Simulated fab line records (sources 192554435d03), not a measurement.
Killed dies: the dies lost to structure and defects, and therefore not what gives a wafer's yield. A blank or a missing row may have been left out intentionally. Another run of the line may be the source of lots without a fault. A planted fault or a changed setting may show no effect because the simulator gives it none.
fab line records ; flow n5Finfet
record: lots: 7; wafers: 39
route steps=1938 shown FIN_SAQP@94 DUMMY_GATE@250 SD_ACTIVATION@331
startH: start of the lot's first displayed wafer, in hours after the record's first day ; waitH: hours from the lot's prior step to this one ; " as in the row above ; L1.1+2: one row covering several wafers at once ; - no value, or no start given ; * or withheld: withheld ; < > ~ a bound
route shown NAME@n: NAME is a module with steps in the file, n the number in the route of the first one ; usual: mean and standard deviation over wafers with no fault ; same: alike in all rows ; chamber/n: place in a boat ; sites: per-site readings ; _std_site: their standard deviation ; _edge_site: the outer-site mean with the inner-site mean subtracted ; radiusMm: how far each site lies from the wafer's centre ; mask NAME#n: copy n ; behind: the last tool/chamber to shape the wafer ; hold: why the lot went on hold/how many hours it stayed there/how the hold came to an end ; device: whichever transistor did not switch (one of n, p or np) ; end of line: tests run on the same wafers once the route is complete ; for a step that has no rows: nothing shown but its recipe ; killed: the dies lost at the first sort to structure and to defects; this is not the yield of the wafer ; map: per-die view of a wafer (x killed, . not killed, _ where there is no die)
set.NAME: the setting as run; set.NAME@STEP: as run at that earlier step ; model.NAME: the simulator's own value behind a step, which no gauge read
lots where settings were altered on purpose, with a table for each step and a row for each wafer
== steps ==
step: N5_FIN_SAQP_ALD_61
recipe: material: SiO2; targetThkA: 40; tempC: 300; aldPrecursorFamily: BDEAS; aldCoReactant: O2-plasma; pulseTimeS: 1; purgeTimeS: 2; coReactantPurgeTimeS: 2; aldCycles: 43; pressureTorr: 2
lot.wafer;tool;chamber;startH;waitH;set.aldCycles;model.SiO2_of_FIN_SAQP_ALD_61.thkNm
L074.1;aldSin-01;1;20.87;0.1;49;4.539
L074.2;aldSin-01;0;20.87;0.1;43;3.977
L074.3;aldSin-01;3;20.87;0.1;43;3.984
L074.4+5;aldSin-01;2,1;20.87;0.1;49;4.529
L074.6;aldSin-01;2;20.87;0.1;43;3.962
L077.2;aldSin-03;3;38.77;0.1;43;4.01
L077.3;aldSin-03;3;38.77;0.1;43;3.97
L077.6;aldSin-03;3;38.77;0.1;43;3.995
L079.1;aldSin-03;2;51.00;0.1;43;3.994
L079.2;aldSin-03;1;51.00;0.1;43;4.012
L079.3;aldSin-03;3;51.00;0.1;43;4.002
L079.4;aldSin-03;0;51.00;0.1;43;4.013
L079.5;aldSin-03;0;51.00;0.1;43;4.023
L079.6;aldSin-03;3;51.00;0.1;43;3.999
L081.1;aldSin-04;1;62.70;0.0;43;3.99
L081.2;aldSin-04;0;62.70;0.0;49;4.586
L081.3;aldSin-04;3;62.70;0.0;49;4.578
L081.4;aldSin-04;2;62.70;0.0;43;4.017
L081.5;aldSin-04;0;62.70;0.0;49;4.551
L081.6;aldSin-04;3;62.70;0.0;43;4.023
L086.1;aldSin-03;3;95.60;2.9;43;4.006
L086.2;aldSin-03;2;95.60;2.9;43;3.99
L086.3;aldSin-03;1;95.60;2.9;43;4.005
L086.4;aldSin-03;0;95.60;2.9;43;4.008
L086.5;aldSin-03;2;95.60;2.9;43;4.015
L086.6;aldSin-03;1;95.60;2.9;43;4.009
L090.1;aldSin-04;1;116.38;0.2;43;3.997
L090.2+6;aldSin-04;3,0;116.38;0.2;43;4
L090.3;aldSin-04;2;116.38;0.2;43;4.016
L090.4;aldSin-04;0;116.38;0.2;43;4.031
L090.5;aldSin-04;3;116.38;0.2;43;4.012
L097.1;aldSin-01;0;158.83;0.0;43;4.005
L097.2;aldSin-01;2;158.83;0.0;43;3.97
L097.3;aldSin-01;3;158.83;0.0;37;3.44
L097.4;aldSin-01;1;158.83;0.0;37;3.422
L097.5;aldSin-01;1;158.83;0.0;43;4
L097.6;aldSin-01;2;158.83;0.0;37;3.42
step: N5_DUMMY_GATE_ETCH_42
recipe: chemistry: CHF3/O2; target: SiO2; targetDepthA: 35; timeS: 31; ionEnergyEv: 30; biasW: 12; pressureMtorr: 30; sourceW: 600; Ar_flow_sccm: 200; CHF3_flow_sccm: 50; O2_flow_sccm: 5
usual: rfVppV: 42.5/0.96
lot.wafer;tool;chamber;startH;waitH;set.biasW;rfVppV
L074.1;rieDiel-06;3;48.53;0.1;12;43.4
L074.2;rieDiel-06;2;48.53;0.1;13.82;48.5
L074.3;rieDiel-06;0;48.53;0.1;13.82;45.5
L074.4;rieDiel-06;0;48.53;0.1;12;41.7
L074.5;rieDiel-06;3;48.53;0.1;13.82;46.9
L074.6;rieDiel-06;2;48.53;0.1;12;40.4
L077.2;rieDiel-02;0;65.29;0.0;12;42.0
L077.3;rieDiel-02;2;65.29;0.0;12;42.1
L077.6;rieDiel-02;2;65.29;0.0;12;43.4
L079.1;rieDiel-02;2;77.25;0.2;11.32;40.3
L079.2;rieDiel-02;1;77.25;0.2;12;42.5
L079.3;rieDiel-02;0;77.25;0.2;12;41.1
L079.4;rieDiel-02;3;77.25;0.2;12;41.2
L079.5;rieDiel-02;3;77.25;0.2;11.32;40.3
L079.6;rieDiel-02;2;77.25;0.2;11.32;41.0
L081.1;rieDiel-05;2;88.79;0.1;12;43.0
L081.2;rieDiel-05;1;88.79;0.1;10.11;36.9
L081.3;rieDiel-05;0;88.79;0.1;12;42.5
L081.4;rieDiel-05;3;88.79;0.1;10.11;37.9
L081.5;rieDiel-05;0;88.79;0.1;10.11;38.5
L081.6;rieDiel-05;3;88.79;0.1;12;42.6
L086.1;rieDiel-05;0;124.28;0.0;12;41.2
L086.2;rieDiel-05;2;124.28;0.0;10.1;36.7
L086.3;rieDiel-05;3;124.28;0.0;10.1;38.8
L086.4;rieDiel-05;1;124.28;0.0;10.1;37.0
L086.5;rieDiel-05;0;124.28;0.0;12;42.7
L086.6;rieDiel-05;1;124.28;0.0;12;43.7
L090.1;rieDiel-05;3;142.95;0.0;12;42.1
L090.2;rieDiel-05;2;142.95;0.0;13.14;46.2
L090.3;rieDiel-05;1;142.95;0.0;13.14;44.4
L090.4;rieDiel-05;1;142.95;0.0;12;41.8
L090.5;rieDiel-05;2;142.95;0.0;12;41.4
L090.6;rieDiel-05;3;142.95;0.0;13.14;45.3
L097.1;rieDiel-06;2;184.70;0.0;12;41.5
L097.2;rieDiel-06;1;184.70;0.0;13.75;46.9
L097.3;rieDiel-06;0;184.70;0.0;13.75;47.3
L097.4;rieDiel-06;2;184.70;0.0;12;42.7
L097.5;rieDiel-06;1;184.70;0.0;13.75;47.6
L097.6;rieDiel-06;0;184.70;0.0;12;42.9
step: N5_SD_ACTIVATION_LSA_01
recipe: tempC: 1080; timeS: 0.0008; ambient: N2
lot.wafer;tool;chamber;startH;waitH;set.timeS
L074.1+5+6;laserAnneal-01;0;58.16;0.2;0.0008
L074.2+3+4;laserAnneal-01;0;58.16;0.2;0.0006228
L077.2+3+6;laserAnneal-02;0;75.86;0.2;0.0008
L079.1+2+3;laserAnneal-02;0;87.88;0.2;0.0006253
L079.4+5+6;laserAnneal-02;0;87.88;0.2;0.0008
L081.1+2+3+4+5+6;laserAnneal-02;0;103.88;0.2;0.0008
L086.1+4+5;laserAnneal-01;0;136.31;0.2;0.0008
L086.2+3+6;laserAnneal-01;0;136.31;0.2;0.001005
L090.1+3+4;laserAnneal-01;0;153.86;0.2;0.0008
L090.2+5+6;laserAnneal-01;0;153.86;0.2;0.0006403
L097.1+3+5;laserAnneal-02;0;196.13;0.2;0.0008
L097.2+4+6;laserAnneal-02;0;196.13;0.2;0.0009055
step: N5_SD_ACTIVATION_RS_MEAS_03
recipe: thkMeasGauge: four-point-probe
usual: RS_SD_N: 21.94/0.25; RS_SD_P: 56.6/0.92
lot.wafer;tool;chamber;startH;waitH;set.timeS@SD_ACTIVATION_LSA_01;RS_SD_N[ohm/sq];RS_SD_P[ohm/sq]
L074.1;filmMetro-02;-;58.36;0.2;0.0008;21.72;56.4
L074.2;filmMetro-02;-;58.36;0.2;0.0006228;22.81;56.6
L074.3;filmMetro-02;-;58.36;0.2;0.0006228;22.86;56.9
L074.4;filmMetro-02;-;58.36;0.2;0.0006228;22.86;57.9
L074.5;filmMetro-02;-;58.36;0.2;0.0008;22.00;56.9
L074.6;filmMetro-02;-;58.36;0.2;0.0008;22.11;55.6
L077.2;filmMetro-01;-;76.05;0.2;0.0008;21.64;57.1
L077.3;filmMetro-01;-;76.05;0.2;0.0008;21.89;58.6
L077.6;filmMetro-01;-;76.05;0.2;0.0008;22.08;58.1
L079.1;filmMetro-01;-;88.10;0.2;0.0006253;22.40;54.9
L079.2;filmMetro-01;-;88.10;0.2;0.0006253;22.62;55.0
L079.3;filmMetro-01;-;88.10;0.2;0.0006253;22.98;54.8
L079.4;filmMetro-01;-;88.10;0.2;0.0008;21.80;55.5
L079.5;filmMetro-01;-;88.10;0.2;0.0008;21.99;55.1
L079.6;filmMetro-01;-;88.10;0.2;0.0008;21.80;55.1
L081.1;filmMetro-01;-;104.09;0.2;0.0008;21.75;55.5
L081.2;filmMetro-01;-;104.09;0.2;0.0008;21.92;56.7
L081.3;filmMetro-01;-;104.09;0.2;0.0008;21.78;55.8
L081.4;filmMetro-01;-;104.09;0.2;0.0008;21.78;57.0
L081.5;filmMetro-01;-;104.09;0.2;0.0008;22.11;56.9
L081.6;filmMetro-01;-;104.09;0.2;0.0008;21.66;55.9
L086.1;filmMetro-01;-;136.53;0.2;0.0008;21.74;56.7
L086.2;filmMetro-01;-;136.53;0.2;0.001005;21.03;56.8
L086.3;filmMetro-01;-;136.53;0.2;0.001005;20.96;58.0
L086.4;filmMetro-01;-;136.53;0.2;0.0008;21.56;56.9
L086.5;filmMetro-01;-;136.53;0.2;0.0008;21.61;57.2
L086.6;filmMetro-01;-;136.53;0.2;0.001005;20.91;57.1
L090.1;filmMetro-02;-;154.06;0.2;0.0008;21.99;56.9
L090.2;filmMetro-02;-;154.06;0.2;0.0006403;22.51;57.4
L090.3;filmMetro-02;-;154.06;0.2;0.0008;21.63;56.8
L090.4;filmMetro-02;-;154.06;0.2;0.0008;22.04;57.3
L090.5;filmMetro-02;-;154.06;0.2;0.0006403;22.63;57.5
L090.6;filmMetro-02;-;154.06;0.2;0.0006403;22.66;57.5
L097.1;filmMetro-02;-;196.33;0.2;0.0008;22.14;57.5
L097.2;filmMetro-02;-;196.33;0.2;0.0009055;21.62;56.8
L097.3;filmMetro-02;-;196.33;0.2;0.0008;22.24;57.0
L097.4;filmMetro-02;-;196.33;0.2;0.0009055;21.76;57.0
L097.5;filmMetro-02;-;196.33;0.2;0.0008;22.23;57.3
L097.6;filmMetro-02;-;196.33;0.2;0.0009055;21.88;58.4
== key ==
split: step: N5_FIN_SAQP_ALD_61; setting: aldCycles; stated: 43; by: wafer
response: step: N5_FIN_SAQP_ALD_61; reading: model.SiO2_of_FIN_SAQP_ALD_61.thkNm; change: +0.0402; per: 1%; r: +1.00
split: step: N5_DUMMY_GATE_ETCH_42; setting: biasW; stated: 12; by: wafer
response: step: N5_DUMMY_GATE_ETCH_42; reading: rfVppV; change: +0.324; per: 1%; r: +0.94
split: step: N5_SD_ACTIVATION_LSA_01; setting: timeS; stated: 0.0008; by: wafer
response: step: N5_SD_ACTIVATION_RS_MEAS_03; reading: RS_SD_N; change: -0.034; per: 1%; r: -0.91
